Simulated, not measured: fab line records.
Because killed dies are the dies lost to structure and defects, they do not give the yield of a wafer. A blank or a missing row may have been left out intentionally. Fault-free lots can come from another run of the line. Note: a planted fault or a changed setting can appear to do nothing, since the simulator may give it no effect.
fab line records	flow nand-harc
record: lots: 13	wafers: 38	last-day: 32
route steps=1302 shown A_CONTACT@1102 A_BLC@1112
lots untouched by any fault: they come from a run of this same line in which no faults occurred
start-h: the number of hours between the record's first day and the start of the first shown wafer of the lot	wait-h: hours since the lot's step before	" unchanged from the row above	L1.1+2: several wafers, shown together as one row	- no value present, or no start provided	* or withheld: withheld	< > ~ a bound
route shown NAME@n: names a module that has steps shown in the file, with the first one's number in the route	usual: mean and standard deviation over wafers with no fault	same: alike in all rows	chamber/n: place in a boat	sites: readings site by site	_std_site: how widely they spread, as a standard deviation	_edge_site: mean of outer sites minus mean of inner sites	radius-mm: how far each site lies from the wafer's centre	mask NAME#n: copy n	behind: the last tool/chamber to shape the wafer	hold: why the lot went on hold/how many hours it stayed there/how the hold came to an end	device: the n, p or np transistor that did not switch	end of line: tests of these same wafers at the route's end	a step with no rows: only its recipe	killed: dies lost to structure and defects at the first sort, not the wafer's yield	map: per-die view of a wafer (x killed, . not killed, _ where there is no die)
set.NAME: the setting as run; set.NAME@STEP: as run at that earlier step	model.NAME: the simulator's own value behind a step, which no gauge read
steps of the route over a sample of lots; a table a step, a row a wafer
services: a tool's chamber out of use, with start hour (start-h, from the record's first day; less than 0 if before it), hours out, and reason
== steps ==
step: NHARC_A_CONTACT_CVD_19
recipe: target-thk-a: 3000	temp-c: 300	pressure-torr: 40	wf6-flow-sccm: 40	h2-flow-sccm: 1600	ar-flow-sccm: 1560	time-s: 802	material: W
usual: heater-power-w: 514/32	throttle-valve-pct: 8.0/0.46
lot.wafer	tool	chamber	start-h	wait-h	heater-power-w	throttle-valve-pct
L547.2	cvd-w-02	1	-	-	563	7.4
L547.4	"	0	"	"	498	8.4
L547.3	"	1	"	"	558	7.5
L550.2	cvd-w-02	1	-	-	560	7.7
L550.3	"	1	"	"	555	7.7
L550.5	"	1	"	"	556	7.9
L552.2	cvd-w-01	1	-	-	499	8.4
L552.5	"	1	"	"	494	8.6
L554.1	cvd-w-01	0	-	-	494	7.4
L554.3	"	1	"	"	486	8.3
L554.4	"	0	"	"	500	7.4
L558.1	cvd-w-02	0	-	-	480	8.5
L558.4	"	0	"	"	484	8.3
L558.6	"	1	"	"	561	7.7
L559.4	cvd-w-01	0	-	-	486	7.5
L559.5	"	1	"	"	490	8.5
L559.6	"	0	"	"	498	7.3
L560.3	cvd-w-02	1	-	-	557	7.8
L560.4	"	0	"	"	493	8.3
L560.5	"	1	"	"	549	7.9
L562.1	cvd-w-01	1	-	-	494	8.5
L562.3	"	1	"	"	502	8.4
L562.5	"	1	"	"	479	8.5
L563.2	cvd-w-02	0	-	-	476	8.6
L563.3	"	0	"	"	472	8.3
L563.6	"	0	"	"	493	8.4
L565.2	cvd-w-01	0	-	-	483	7.3
L565.3	"	0	"	"	486	7.6
L565.5	"	0	"	"	493	7.5
L564.1	cvd-w-02	0	-	-	486	8.3
L564.4	"	0	"	"	486	8.5
L564.3	"	1	"	"	561	7.5
L566.3	cvd-w-02	0	-	-	489	8.5
L566.5	"	0	"	"	467	8.8
L566.6	"	1	"	"	572	7.7
L567.1	cvd-w-02	0	-	-	493	8.6
L567.3	"	1	"	"	568	7.8
L567.4	"	0	"	"	499	8.7
step: NHARC_A_BLC_SOFTBAKE_05
recipe: temp-c: 105	time-s: 55
usual: chill-plate-temp-C: 23.01/0.11	heater-power-total-W: 188.45/0.14
lot.wafer	tool	chamber	start-h	wait-h	chill-plate-temp-C	heater-power-total-W
L547.2	litho-track-04	0	547	-	23.15	188.71
L547.3	"	0	"	"	22.86	188.42
L547.4	"	0	"	"	22.89	188.34
L550.2	litho-track-06	0	580	-	23.01	188.35
L550.3	"	0	"	"	22.87	188.69
L550.5	"	0	"	"	23.09	240.13
L552.2	litho-track-06	0	595	-	22.79	188.51
L552.5	"	0	"	"	22.99	240.15
L554.1	litho-track-04	0	610	-	22.94	188.42
L554.3	"	0	"	"	23.00	188.45
L554.4	"	0	"	"	22.92	188.49
L558.1	litho-track-01	0	655	-	23.00	188.41
L558.4	"	0	"	"	22.92	188.46
L558.6	"	0	"	"	22.94	188.44
L559.4	litho-track-06	0	664	-	23.04	188.31
L559.5	"	0	"	"	23.13	188.34
L559.6	"	0	"	"	23.08	188.47
L560.3	litho-track-06	0	682	-	23.14	188.40
L560.4	"	0	"	"	22.89	188.31
L560.5	"	0	"	"	23.01	188.32
L562.1	litho-track-06	0	688	-	23.09	188.60
L562.3	"	0	"	"	23.01	188.32
L562.5	"	0	"	"	23.11	188.35
L563.2	litho-track-01	0	708	-	22.82	188.38
L563.3	"	0	"	"	22.90	188.39
L563.6	"	0	"	"	22.85	188.57
L565.2	litho-track-04	0	714	-	23.03	188.53
L565.3	"	0	"	"	22.98	188.69
L565.5	"	0	"	"	22.94	188.30
L564.1	litho-track-01	0	715	-	23.10	188.44
L564.3	"	0	"	"	22.99	188.60
L564.4	"	0	"	"	22.88	188.30
L566.3	litho-track-04	0	718	-	23.25	188.44
L566.5	"	0	"	"	23.17	188.70
L566.6	"	0	"	"	23.22	188.48
L567.1	litho-track-06	0	731	-	22.95	188.27
L567.3	"	0	"	"	23.00	188.35
L567.4	"	0	"	"	23.03	188.77
step: NHARC_A_BLC_CD_MEAS_10
recipe: target-cd-nm: 100	landing-energy-ev: 500
usual: cd-nm: 100.2/0.75
lot.wafer	tool	chamber	start-h	wait-h	cd-nm
L547.2	cd-sem-03	0	547.95	-	99.5
L547.3	"	0	"	"	100.2
L547.4	"	0	"	"	100.4
L550.2	cd-sem-03	0	580.95	-	99.6
L550.3	"	0	"	"	100.0
L550.5	"	0	"	"	100.4
L552.2	cd-sem-01	0	595.38	-	100.1
L552.5	"	0	"	"	99.3
L554.1	cd-sem-03	0	611.00	-	101.1
L554.3	"	0	"	"	101.3
L554.4	"	0	"	"	100.9
L558.1	cd-sem-02	0	656.12	-	99.3
L558.4	"	0	"	"	98.9
L558.6	"	0	"	"	100.2
L559.4	cd-sem-01	0	664.65	-	101.6
L559.5	"	0	"	"	101.6
L559.6	"	0	"	"	102.2
L560.3	cd-sem-03	0	683.33	-	101.6
L560.4	"	0	"	"	100.4
L560.5	"	0	"	"	102.1
L562.1	cd-sem-03	0	688.75	-	100.1
L562.3	"	0	"	"	100.5
L562.5	"	0	"	"	99.7
L563.2	cd-sem-03	0	708.86	-	100.2
L563.3	"	0	"	"	99.7
L563.6	"	0	"	"	100.2
L565.2	cd-sem-03	0	714.45	-	100.5
L565.3	"	0	"	"	100.1
L565.5	"	0	"	"	99.0
L564.1	cd-sem-03	0	715.90	-	99.9
L564.3	"	0	"	"	99.9
L564.4	"	0	"	"	100.7
L566.3	cd-sem-03	0	718.45	-	100.7
L566.5	"	0	"	"	100.0
L566.6	"	0	"	"	100.5
L567.1	cd-sem-02	0	731.76	-	101.3
L567.3	"	0	"	"	100.8
L567.4	"	0	"	"	100.2
step: NHARC_A_BLC_ETCH_16
recipe: target-depth-a: 390	over-etch-frac: 0.3	time-s: 65	ion-energy-ev: 80	cf4-flow-sccm: 150	ar-flow-sccm: 0	rf-w: 300	bias-w: 100	chemistry: CF4
usual: drypump-motor-current-A: 5.9/0.31	oes-product-au: 1.001/0.017	rf-vpp-V: 150.9/1.2	showerhead-plenum-p-Torr: 1.74/0.066	throttle-valve-pct: 13.286/0.0093
lot.wafer	tool	chamber	start-h	wait-h	drypump-motor-current-A	oes-product-au	rf-hours-counter-h	rf-vpp-V	showerhead-plenum-p-Torr	throttle-valve-pct
L547.3	rie-diel-06	1	548.24	0.1	6.0	1.016	20	152.5	1.90	13.277
L547.2	"	0	"	"	5.7	0.984	18	149.2	1.65	13.292
L547.4	"	2	"	"	5.5	1.041	-	151.3	1.73	13.298
L550.2	rie-diel-07	2	581.22	0.1	6.2	0.990	7	150.3	1.69	13.278
L550.3	"	0	"	"	5.4	0.999	5	151.3	1.76	13.292
L550.5	"	3	"	"	5.8	0.974	-	152.4	1.83	13.297
L552.2	rie-diel-07	1	595.65	0.1	6.0	0.979	8	152.1	1.80	13.268
L552.5	"	1	"	"	6.0	0.982	-	151.3	1.80	13.280
L554.3	rie-diel-07	0	611.28	0.1	5.4	0.999	7	150.7	1.76	13.288
L554.4	"	1	"	"	6.0	1.004	8	152.0	1.80	13.283
L554.1	"	2	"	"	6.2	1.007	9	150.1	1.69	13.289
L558.1	rie-diel-10	0	656.40	0.1	5.8	1.017	5	150.6	1.70	13.276
L558.4	"	1	"	"	6.4	1.033	5	151.1	1.71	13.283
L558.6	"	0	"	"	5.8	1.003	-	150.8	1.70	13.307
L559.4	rie-diel-07	2	664.93	0.1	6.2	0.977	1	151.8	1.69	13.294
L559.5	"	0	"	"	5.4	0.979	-	151.0	1.76	13.283
L559.6	"	1	"	"	6.0	1.016	-	150.9	1.80	13.286
L560.3	rie-diel-10	1	683.60	0.1	6.4	1.025	7	150.8	1.71	13.294
L560.4	"	3	"	"	5.4	0.996	7	151.2	1.66	13.292
L560.5	"	1	"	"	6.4	1.027	-	150.7	1.71	13.279
L562.1	rie-diel-07	3	689.03	0.1	5.8	0.971	2	152.6	1.83	13.277
L562.3	"	0	"	"	5.4	0.994	2	151.2	1.76	13.278
L562.5	"	2	"	"	6.2	0.982	-	150.5	1.68	13.295
L563.2	rie-diel-07	0	709.12	0.1	5.4	0.994	3	150.9	1.76	13.283
L563.3	"	2	"	"	6.2	0.981	3	149.7	1.68	13.283
L563.6	"	0	"	"	5.4	1.000	-	150.2	1.76	13.296
L565.3	rie-diel-06	1	714.72	0.1	6.0	0.977	14	153.7	1.89	13.279
L565.2	"	2	"	"	5.6	1.014	11	151.2	1.72	13.283
L565.5	"	1	"	"	6.0	0.968	-	152.8	1.89	13.288
L564.1	rie-diel-10	0	716.17	0.1	5.8	1.012	9	150.5	1.70	13.298
L564.3	"	1	"	"	6.4	1.013	10	150.7	1.71	13.284
L564.4	"	3	"	"	5.4	0.997	10	150.9	1.66	13.287
L566.3	rie-diel-10	1	718.71	0.1	6.4	1.026	11	150.9	1.71	13.287
L566.6	"	1	"	"	6.4	1.025	-	151.0	1.71	13.288
L566.5	"	2	"	"	5.9	1.010	-	150.5	1.68	13.283
L567.3	rie-diel-07	2	732.03	0.1	6.2	0.996	4	149.5	1.68	13.282
L567.1	"	3	"	"	5.8	0.977	5	152.1	1.83	13.277
L567.4	"	0	"	"	5.4	1.000	5	151.4	1.76	13.294
== services ==
tool	chamber	start-h	hours	kind
litho-track-06	-	529.00	7.0	pm
rie-diel-07	0	529.20	-	clean
rie-diel-07	1	529.20	-	clean
rie-diel-07	2	529.20	-	clean
rie-diel-07	-	534.36	0.2	repair
cvd-w-01	-	547.36	13.0	pm
litho-track-04	-	553.00	7.0	pm
rie-diel-10	-	596.65	9.0	pm
cvd-w-01	0	610.91	5.7	repair
cvd-w-02	-	631.39	13.0	pm
cvd-w-02	0	631.39	13.0	vent-cycle
cvd-w-02	1	631.39	13.0	vent-cycle
cvd-w-02	0	644.39	-	clean
cvd-w-02	1	644.39	-	clean
rie-diel-07	-	648.20	9.0	pm
cvd-w-02	-	650.62	0.6	repair
rie-diel-06	0	656.49	11.0	repair
rie-diel-06	-	662.55	9.0	pm
litho-track-01	-	680.01	7.0	pm
rie-diel-10	0	687.45	7.1	repair
rie-diel-07	2	694.04	7.4	repair
litho-track-06	-	704.00	7.0	pm
litho-track-04	-	728.00	7.0	pm
cvd-w-01	-	728.36	13.0	pm
== key ==
first-sign: step: NHARC_A_BLC_SOFTBAKE_05	reading: heater-power-total-W	direction: up	sigmas: 99+	usual: *	struck: *
effect none on later readings
met-at NHARC_A_BLC_SOFTBAKE_05
struck-lots L550,L552
struck-wafers L550.5,L552.5
tester-left-out L550,L552
not-acting-at NHARC_A_CONTACT_CVD_19,NHARC_A_BLC_CD_MEAS_10,NHARC_A_BLC_ETCH_16
fault: kind: process-parameter-drift	tool: litho-track-06	chamber: -	onset-h: 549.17	steps: NHARC_A_BLC_SOFTBAKE_05	channel: time-s	offset: *	shape: step	end-h: 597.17	scope: struck-wafers-only	acts-in: *	stated: *
tester-left-out: of these lots the tester's yield and bins aren't shown, on N5 and GAA mostly nor the transistor test; their killed dies are dies lost to structure and defects alone, not to doping, threshold or leakage, so they don't give the yield
